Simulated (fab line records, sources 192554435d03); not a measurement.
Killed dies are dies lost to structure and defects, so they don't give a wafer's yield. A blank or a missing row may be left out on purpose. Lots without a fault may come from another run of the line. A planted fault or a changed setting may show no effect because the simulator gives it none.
Split-lot experiment | flow n5_finfet | 7 lots, 21 wafers read, on a route of 1938 steps

THE SPLIT
At N5_WELL_APT_PEB_23 (peb time 90 s), the setting peb_temp_c was moved away from the recipe's 130 C on 7 of the 21 wafers read, by -2.5% to +2.8%. The other wafers ran this setting at the recipe's value.

FROM THE SPLIT TO THE READING: what the file shows between them, 2 steps
- N5_WELL_APT_DEVELOP_24: develop time 45 s (also split here: develop_time_s)
- N5_WELL_APT_HARDBAKE_29: time 120 s

THE READING
cd_nm, in nm, at N5_WELL_APT_CD_MEAS_25 (target cd 200 nm). Fault-free wafers of this fab line usually give 201.6 nm, standard deviation 2.9 nm.

wafer  | tool, chamber at the split | peb_temp_c as run, C | against the recipe | cd_nm, nm | against lot-mates on the recipe
L078.1 | litho_track-05, 0          | 128.7                | -1.0%              | 188.6     | -14.6
L078.2 | litho_track-05, 0          | 130                  | recipe             | 202.5     | -
L078.4 | litho_track-05, 0          | 130                  | recipe             | 203.8     | -
L082.1 | litho_track-04, 0          | 130                  | recipe             | 201.9     | -
L082.2 | litho_track-04, 0          | 130                  | recipe             | 205.1     | -
L082.5 | litho_track-04, 0          | 130                  | recipe             | 205.7     | -
L084.2 | litho_track-04, 0          | 127.1                | -2.2%              | 187.6     | -19.4
L084.3 | litho_track-04, 0          | 127.1                | -2.2%              | 184.5     | -22.5
L084.6 | litho_track-04, 0          | 130                  | recipe             | 207.0     | -
L089.2 | litho_track-02, 0          | 130                  | recipe             | 199.0     | -
L089.4 | litho_track-02, 0          | 133.6                | +2.8%              | 215.5     | +16.5
L089.6 | litho_track-02, 0          | 133.6                | +2.8%              | 216.4     | +17.4
L091.3 | litho_track-05, 0          | 130                  | recipe             | 203.2     | -
L091.5 | litho_track-05, 0          | 130                  | recipe             | 202.8     | -
L091.6 | litho_track-05, 0          | 130                  | recipe             | 202.4     | -
L094.1 | litho_track-04, 0          | 130                  | recipe             | 202.6     | -
L094.4 | litho_track-04, 0          | 130                  | recipe             | 201.8     | -
L094.5 | litho_track-04, 0          | 130                  | recipe             | 204.2     | -
L095.3 | litho_track-05, 0          | 126.8                | -2.5%              | 179.4     | -19.4
L095.4 | litho_track-05, 0          | 130                  | recipe             | 198.8     | -
L095.5 | litho_track-05, 0          | 126.8                | -2.5%              | 178.2     | -20.6

THE FIT
A straight line over all 21 wafers: cd_nm changes by +7.09 nm for each +1% of peb_temp_c; r = +0.94; the points scatter about the line by 3.6 nm.
The same after taking each lot's own level away (the mean of its wafers on the recipe; 21 wafers): +7.67 nm for each +1%; r = +0.98; scatter 2.3 nm.
On that fit, the largest move of peb_temp_c shifts the reading by 21 nm.
The lots' own levels span 198.80 to 207.00 nm, that is 2.8 times the standard deviation above.
So the lot-to-lot level changes the slope little: the two slopes agree.
Check: with one of the wafers moved furthest among these (+2.8%) left out of the fit, the line predicts +21.5 nm for it against its lot-mates. It came out at +16.5 nm against them.

OTHER SPLITS ON THESE WAFERS
These wafers also went through other splits before the reading. Each is held against what the fit with the lots' levels taken away leaves over:
other split on the same wafers        | wafers away from the commonest value | r with cd_nm (lot level and that fit taken away)
N5_WELL_APT_DEVELOP_24 develop_time_s | 5                                    | +0.40

THE WHOLE CHAIN: every reading that the file lists as answering this split, in the file's order
step                   | what it does             | reading                                                         | change (the file's fit)              | r (the file's)
N5_WELL_APT_CD_MEAS_25 | target cd 200 nm         | cd_nm                                                           | +8.01 nm for each +1% of the setting | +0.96
N5_WELL_APT_DESCUM_30  | chemistry O2, time 7.9 s | WELL_APT.cd_nm (the simulator's own value, which no gauge read) | +8.11 nm for each +1% of the setting | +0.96

THE FILE'S OWN FIT
cd_nm changes by +8.01 nm for each +1% of peb_temp_c, r = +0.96.
